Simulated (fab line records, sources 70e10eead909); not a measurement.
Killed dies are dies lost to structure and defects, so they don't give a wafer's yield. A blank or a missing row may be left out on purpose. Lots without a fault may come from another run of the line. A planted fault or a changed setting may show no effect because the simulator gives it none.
fab line records | flow nand_harc
record lots=12 wafers=36 last_day=32
route steps=1302 shown P_GATE@124
lots that met no fault: from a run of the same line without faults
start_h: hours from the record's first day to the start of the lot's first wafer shown | wait_h: hours since the lot's step before | " the same as in the row above | L1.1+2: a row that stands for several wafers | - no value, or no start given | * or withheld: withheld | < > ~ a bound
route shown NAME@n: a module of which the file shows steps, and the number in the route of the first | usual: mean/standard deviation of fault-free wafers | same: alike in all rows | chamber/n: place in a boat | sites: the reading at each site | _std_site: their standard deviation | _edge_site: outer sites' mean less inner sites' | radius_mm: how far each site lies from the wafer's centre | mask NAME#n: copy n | behind: the tool/chamber that last shaped the wafer | hold: why the lot was held/for how many hours/how that ended | device: the transistor (n, p or np) that didn't switch | end of line: the same wafers' tests at the end of the route | a step without rows: its recipe alone | killed: dies lost to structure and defects at the first sort, not the wafer's yield | map: a wafer's dies, x killed, . not, _ none there
set.NAME: the setting as run; set.NAME@STEP: as run at that earlier step | model.NAME: the simulator's own value behind a step, which no gauge read
steps of the route over a sample of lots; a table a step, a row a wafer
services: from which hour (start_h, from the record's first day; less than 0 if before it) a tool's chamber was out of use, for how many hours, and why
## steps
# step NHARC_P_GATE_DESCUM_13
# recipe time_s=3 o2_flow_sccm=200 ar_flow_sccm=0 bias_power_w=0 chemistry=O2
# usual drypump_motor_current_A=5.8/0.37 oes_product_au=1.000/0.01 rf_vpp_V=57.9/0.99 showerhead_plenum_p_Torr=1.95/0.073 throttle_valve_pct=11.312/0.0092
# columns lot.wafer tool chamber start_h wait_h drypump_motor_current_A oes_product_au rf_hours_counter_h rf_vpp_V showerhead_plenum_p_Torr throttle_valve_pct
L655.1 rie_diel-04 0 78.80 - 6.2 0.991 3.0 57.7 1.93 11.313
L655.2 " 2 " " 5.4 0.977 4.1 57.0 1.89 11.314
L655.6 " 0 " " 6.2 0.988 - 56.6 1.94 11.310
L656.3 rie_diel-10 1 93.53 - 5.4 1.010 1.3 59.7 2.05 11.302
L656.4 " 3 " " 6.6 0.993 1.8 57.5 1.92 11.319
L656.6 " 1 " " 5.4 0.999 - 59.8 2.05 11.306
L658.2 rie_diel-04 1 110.79 - 5.9 0.996 5.4 59.6 2.02 11.315
L658.3 " 3 " " 6.1 1.025 5.1 58.8 1.98 11.309
L658.4 " 2 " " 5.4 0.992 - 58.6 1.89 11.320
L659.1 rie_diel-04 3 119.59 - 6.1 1.017 5.4 58.3 1.98 11.292
L659.3 " 1 " " 5.9 1.007 5.6 56.7 2.02 11.302
L659.6 " 2 " " 5.3 0.993 - 57.9 1.89 11.310
L662.4 rie_diel-03 2 158.94 - 5.9 1.010 2.1 56.8 1.79 11.327
L662.1 " 3 " " 5.5 1.003 2.0 58.0 1.93 11.303
L662.5 " 0 " " 5.9 1.009 - 57.5 2.01 11.317
L664.1 rie_diel-10 1 179.77 - 5.4 1.009 5.4 57.9 2.05 11.314
L664.3 " 2 " " 5.8 1.002 6.2 58.6 2.03 11.306
L664.6 " 0 " " 5.5 1.018 - 57.0 1.91 11.313
L666.2 rie_diel-10 0 187.99 - 5.5 0.994 6.6 58.5 1.91 11.316
L666.4 " 2 " " 5.8 0.995 6.8 58.7 2.03 11.313
L666.1 " 3 " " 6.6 0.999 7.6 58.4 1.92 11.309
L665.4 rie_diel-04 0 188.02 - 6.2 1.005 0 55.6 1.93 11.312
L665.3 " 2 " " 5.3 0.999 0 56.8 1.89 11.321
L665.2 " 3 " " 6.1 1.002 0 58.7 1.98 11.298
L667.1 rie_diel-03 2 200.28 - 5.9 1.010 4.8 57.8 1.79 11.322
L667.2 " 0 " " 5.9 1.002 5.0 59.0 2.01 11.315
L667.6 " 1 " " 5.3 1.002 - 58.8 1.84 11.298
L671.2 rie_diel-04 1 241.39 - 5.8 0.994 3.4 58.5 2.02 11.322
L671.3 " 2 " " 5.4 0.994 3.8 55.9 1.89 11.307
L671.5 " 2 " " 5.3 0.994 - 59.8 1.89 11.302
L672.4 rie_diel-03 3 251.35 - 5.5 1.009 7.5 57.6 1.93 11.320
L672.1 " 1 " " 5.2 0.998 7.5 57.8 1.84 11.310
L672.6 " 3 " " 5.5 1.014 - 58.4 1.93 11.318
L676.3 rie_diel-10 1 295.12 - 5.4 1.005 2.5 58.4 2.05 11.293
L676.2 " 2 " " 5.8 0.995 2.8 58.5 2.03 11.292
L676.1 " 3 " " 6.6 0.995 1.3 57.6 1.91 11.313
# step NHARC_P_GATE_INSPECT_28
# usual raw_defect_count=6.2/2.7
# columns lot.wafer tool chamber start_h wait_h raw_defect_count
L655.1 defect_inspect-01 - 92.90 0.0 9
L655.2 " - " " 6
L655.6 " - " " 11
L656.3 defect_inspect-02 - 113.20 0.0 9
L656.4 " - " " 3
L656.6 " - " " 11
L658.2 defect_inspect-01 - 130.33 0.0 7
L658.3 " - " " 5
L658.4 " - " " 8
L659.1 defect_inspect-02 - 134.54 0.0 11
L659.3 " - " " 5
L659.6 " - " " 9
L662.1 defect_inspect-02 - 173.54 0.0 5
L662.4 " - " " 4
L662.5 " - " " 9
L664.1 defect_inspect-02 - 200.47 0.1 7
L664.3 " - " " 3
L664.6 " - " " 6
L666.1 defect_inspect-02 - 207.32 0.0 11
L666.2 " - " " 6
L666.4 " - " " 3
L665.2 defect_inspect-02 - 207.71 0.0 10
L665.3 " - " " 4
L665.4 " - " " 3
L667.1 defect_inspect-01 - 221.94 0.0 6
L667.2 " - " " 4
L667.6 " - " " 3
L671.2 defect_inspect-01 - 255.54 0.0 8
L671.3 " - " " 3
L671.5 " - " " 8
L672.1 defect_inspect-02 - 268.87 0.0 3
L672.4 " - " " 3
L672.6 " - " " 3
L676.1 defect_inspect-01 - 311.46 0.0 6
L676.2 " - " " 5
L676.3 " - " " 4
# step NHARC_P_GATE_CD_MEAS_33
# usual cd_nm=119.8/2.7
# columns lot.wafer tool chamber start_h wait_h cd_nm
L655.1 cd_sem-01 - 93.76 - 126.0
L655.2 " - " " 124.8
L655.6 " - " " 126.2
L656.3 cd_sem-01 - 114.16 0.2 124.9
L656.4 " - " " 125.9
L656.6 " - " " 117.2
L658.2 cd_sem-03 - 131.30 0.1 115.3
L658.3 " - " " 119.6
L658.4 " - " " 119.6
L659.1 cd_sem-01 - 135.40 - 120.6
L659.3 " - " " 117.2
L659.6 " - " " 114.1
L662.1 cd_sem-02 - 174.40 - 122.8
L662.4 " - " " 119.9
L662.5 " - " " 121.3
L664.1 cd_sem-01 - 201.33 - 117.4
L664.3 " - " " 120.2
L664.6 " - " " 117.1
L666.1 cd_sem-02 - 208.18 - 122.2
L666.2 " - " " 119.2
L666.4 " - " " 126.0
L665.2 cd_sem-01 - 208.56 - 118.1
L665.3 " - " " 119.4
L665.4 " - " " 121.1
L667.1 cd_sem-02 - 222.80 - 120.6
L667.2 " - " " 120.7
L667.6 " - " " 120.7
L671.2 cd_sem-02 - 256.60 - 117.3
L671.3 " - " " 118.3
L671.5 " - " " 115.0
L672.1 cd_sem-03 - 269.72 - 120.9
L672.4 " - " " 118.4
L672.6 " - " " 116.4
L676.1 cd_sem-02 - 312.39 - 117.3
L676.2 " - " " 119.8
L676.3 " - " " 121.7
# step NHARC_P_GATE_EXPOSE_43
# recipe na=0.6 target_cd_nm=720 dose_mj=14.81 mask_id=P_NSD
# usual exposure_dose_mJ_cm2=14.810/0.014
# same na=0.6
# columns lot.wafer tool chamber start_h wait_h mask exposure_dose_mJ_cm2
L655.1 krf_scanner-02 0 104.56 - P_NSD#0 14.833
L655.2 " 0 " " P_NSD#0 14.812
L655.6 " 0 " " P_NSD#0 14.813
L656.3 krf_scanner-04 0 125.02 - P_NSD#0 14.769
L656.4 " 0 " " P_NSD#0 14.800
L656.6 " 0 " " P_NSD#0 14.782
L658.2 krf_scanner-03 0 142.29 - P_NSD#0 14.820
L658.3 " 0 " " P_NSD#0 14.829
L658.4 " 0 " " P_NSD#0 14.834
L659.1 krf_scanner-02 0 146.19 - P_NSD#0 14.825
L659.3 " 0 " " P_NSD#0 14.800
L659.6 " 0 " " P_NSD#0 14.803
L662.1 krf_scanner-03 0 185.61 - P_NSD#0 14.813
L662.4 " 0 " " P_NSD#0 14.791
L662.5 " 0 " " P_NSD#0 14.795
L664.1 krf_scanner-04 0 212.06 - P_NSD#0 14.815
L664.3 " 0 " " P_NSD#0 14.809
L664.6 " 0 " " P_NSD#0 14.804
L666.1 krf_scanner-04 0 218.89 - P_NSD#0 14.796
L666.2 " 0 " " P_NSD#0 14.806
L666.4 " 0 " " P_NSD#0 14.811
L665.2 krf_scanner-02 0 219.53 - P_NSD#0 14.803
L665.3 " 0 " " P_NSD#0 14.819
L665.4 " 0 " " P_NSD#0 14.812
L667.1 krf_scanner-03 0 233.75 - P_NSD#0 14.788
L667.2 " 0 " " P_NSD#0 14.791
L667.6 " 0 " " P_NSD#0 14.793
L671.2 krf_scanner-03 0 267.21 - P_NSD_R1#0 14.827
L671.3 " 0 " " P_NSD_R1#0 14.814
L671.5 " 0 " " P_NSD_R1#0 14.832
L672.1 krf_scanner-02 0 280.51 - P_NSD#0 14.814
L672.4 " 0 " " P_NSD#0 14.842
L672.6 " 0 " " P_NSD#0 14.811
L676.1 krf_scanner-04 0 323.09 - P_NSD#0 14.786
L676.2 " 0 " " P_NSD#0 14.797
L676.3 " 0 " " P_NSD#0 14.796
# step NHARC_P_GATE_CD_MEAS_46
# recipe target_cd_nm=720 landing_energy_ev=500
# usual cd_nm=719.8/1.9
# columns lot.wafer tool chamber start_h wait_h cd_nm
L655.1 cd_sem-02 0 104.73 - 719.8
L655.2 " 0 " " 716.6
L655.6 " 0 " " 716.0
L656.3 cd_sem-01 0 125.17 - 717.9
L656.4 " 0 " " 718.7
L656.6 " 0 " " 715.4
L658.2 cd_sem-03 0 142.44 - 721.3
L658.3 " 0 " " 721.0
L658.4 " 0 " " 722.7
L659.1 cd_sem-02 0 146.35 - 721.4
L659.3 " 0 " " 721.6
L659.6 " 0 " " 723.7
L662.1 cd_sem-01 0 185.77 - 716.5
L662.4 " 0 " " 719.1
L662.5 " 0 " " 716.9
L664.1 cd_sem-03 0 212.21 - 719.1
L664.3 " 0 " " 718.0
L664.6 " 0 " " 717.7
L666.1 cd_sem-02 0 219.05 - 719.9
L666.2 " 0 " " 717.5
L666.4 " 0 " " 720.0
L665.2 cd_sem-01 0 219.68 - 719.8
L665.3 " 0 " " 722.2
L665.4 " 0 " " 717.3
L667.1 cd_sem-02 0 233.91 - 718.1
L667.2 " 0 " " 716.6
L667.6 " 0 " " 718.9
L671.2 cd_sem-03 0 267.38 - 686.7
L671.3 " 0 " " 685.0
L671.5 " 0 " " 685.3
L672.1 cd_sem-03 0 280.66 - 720.0
L672.4 " 0 " " 721.9
L672.6 " 0 " " 720.7
L676.1 cd_sem-01 0 323.24 - 720.6
L676.2 " 0 " " 720.1
L676.3 " 0 " " 720.8
## services
# columns tool chamber start_h hours kind
rie_diel-10 - 65.50 9.0 pm
rie_diel-04 0 105.74 10.1 repair
rie_diel-10 - 109.07 2.5 repair
krf_scanner-04 - 113.71 4.2 repair
krf_scanner-03 - 124.00 4.1 repair
krf_scanner-02 - 124.34 4.0 pm
krf_scanner-03 - 148.49 1.7 repair
krf_scanner-03 - 154.91 5.8 repair
rie_diel-10 0 161.55 5.6 repair
rie_diel-04 0 169.39 7.0 repair
krf_scanner-04 - 171.47 3.7 repair
rie_diel-04 - 177.90 9.0 pm
krf_scanner-04 - 182.00 4.0 pm
krf_scanner-04 - 192.15 1.2 repair
krf_scanner-03 - 201.66 0.5 repair
krf_scanner-03 - 224.00 4.0 pm
rie_diel-10 3 226.91 15.0 repair
rie_diel-10 - 242.50 9.0 pm
krf_scanner-03 - 248.58 0.9 repair
rie_diel-04 3 251.51 8.4 repair
rie_diel-04 2 253.20 9.4 repair
krf_scanner-04 - 257.50 8.4 repair
rie_diel-04 1 283.20 7.5 repair
rie_diel-04 0 290.93 11.1 repair
## key
first_sign step=NHARC_P_GATE_EXPOSE_43 reading=mask direction=changed
effect step=NHARC_P_GATE_CD_MEAS_46 reading=cd_nm direction=down sigmas=18 usual=719.8 struck=685.7
met_at NHARC_P_GATE_EXPOSE_43
struck_lots L671
tester_left_out L671
not_acting_at NHARC_P_GATE_DESCUM_13,NHARC_P_GATE_INSPECT_28,NHARC_P_GATE_CD_MEAS_33
onset_between 233.75 267.21
fault kind=wrong_mask tool=any chamber=- onset_h=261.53 steps=NHARC_P_GATE_EXPOSE_43 aux_copy=P_NSD_R1#0 cd_offset_nm=-35.437 scope=struck_lots_only
# tester_left_out: of these lots the tester's yield and bins aren't shown, on N5 and GAA mostly nor the transistor test; their killed dies are dies lost to structure and defects alone, not to doping, threshold or leakage, so they don't give the yield
